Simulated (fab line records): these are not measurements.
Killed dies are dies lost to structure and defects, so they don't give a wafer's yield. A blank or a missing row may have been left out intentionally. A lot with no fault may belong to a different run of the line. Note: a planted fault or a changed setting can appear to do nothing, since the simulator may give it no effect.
The tool behind it: which one? | flow nand harc | 12 lots, 36 wafers sampled, at 1 step of a route of 1302

== WHAT THE GAUGES SHOWED, per wafer ==
NHARC_A_M0_INSPECT_11.
lot  | measured     | on                | raw defect count
L076 | day 23 08:13 | defect inspect-02 | 22 23 15
L077 | day 23 23:26 | defect inspect-02 | 98 105 102
L079 | day 25 10:31 | defect inspect-01 | 103 85 107
L081 | day 26 02:46 | defect inspect-01 | 60 62 79
L083 | day 26 23:32 | defect inspect-01 | 139 149 146
L085 | day 27 06:44 | defect inspect-02 | 92 88 95
L087 | day 28 05:49 | defect inspect-01 | 106 105 76
L089 | day 28 20:46 | defect inspect-02 | 101 93 97
L091 | day 30 17:23 | defect inspect-02 | 117 122 117
L093 | day 30 22:27 | defect inspect-01 | 37 32 35
L095 | day 31 18:29 | defect inspect-01 | 33 30 30
L096 | day 32 10:33 | defect inspect-01 | 63 58 60

== WHAT TOOL EACH LOT RAN ON (gives the tool, then ch and the chambers of the sampled wafers, and finally the start) ==
The record shows no process step preceding these readings.

== THE ANSWER, worked out from the rows above alone ==
Rule: the usual values come from the lots themselves. The widest of any qualifying gaps counts: lots, ordered by their means at a reading, are off when they make up no more than a third of the lots, leave a main group of 4 or more, and stand apart from it by 3 or more times the standard deviation of that group's means. Not used: any main group whose means are identical at the precision the tables above print for the reading. A lot without any number at a reading at which 4 lots or more have one is off too. All remaining lots with rows at the step are treated as sound.
No lot is off on any of the readings shown, so nothing can be concluded from this.

== WHAT THE SIMULATOR HAD INSERTED ==
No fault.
